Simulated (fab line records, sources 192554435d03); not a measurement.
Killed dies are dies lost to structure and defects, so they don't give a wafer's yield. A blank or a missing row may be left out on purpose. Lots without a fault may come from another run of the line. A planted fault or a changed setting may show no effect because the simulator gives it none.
Chamber matching | flow n5_finfet | N5_PASSIVATION_STRIP_14 on rie_diel-06: 4 sister chambers
The step strips in O2. 8 wafers are shown with their chamber, then 8 later ones without.

WAFERS WITH THEIR CHAMBER
wafer  | chamber | throttle_valve_pct (%) | showerhead_plenum_p_Torr (Torr)
L076.6 | 0       | 16.71                  | 2.18
L080.3 | 0       | 16.75                  | 2.18
L083.3 | 1       | 16.70                  | 2.04
L083.4 | 3       | 16.21                  | 2.23
L095.4 | 2       | 16.71                  | 2.09
L095.5 | 1       | 16.74                  | 2.04
L095.6 | 2       | 16.72                  | 2.09
L092.1 | 3       | 16.20                  | 2.22

WAFERS WITHOUT THEIR CHAMBER
wafer  | throttle_valve_pct (%) | showerhead_plenum_p_Torr (Torr)
L092.2 | 16.80                  | 2.16
L092.5 | 16.71                  | 2.09
L089.1 | 16.73                  | 2.09
L089.2 | 16.78                  | 2.03
L089.3 | 16.21                  | 2.22
L082.1 | 16.82                  | 2.16
L082.3 | 16.75                  | 2.03
L082.6 | 16.74                  | 2.09

WHICH CHAMBER EACH WENT THROUGH
wafer  | from the rows above | in truth
L092.2 | 0                   | 0
L092.5 | 2                   | 2
L089.1 | 2                   | 2
L089.2 | 1                   | 1
L089.3 | 3                   | 3
L082.1 | 0                   | 0
L082.3 | 1                   | 1
L082.6 | 2                   | 2
Placed correctly: 8 of 8. Can't be placed from these rows: 0. Placed wrongly: 0.
How it was worked out, from the rows above alone: a wafer's distance from a chamber is the root of the sum, over the readings, of the square of ((its reading less the chamber's mean) divided by the reading's scatter). The wafer belongs to the nearest chamber; if the next one is less than 2 further off, it can't be placed. A chamber's mean is the mean of its shown wafers. The scatter: the root of (the sum of the squares of (reading less its chamber's mean) over the shown wafers, divided by (wafers less chambers)).
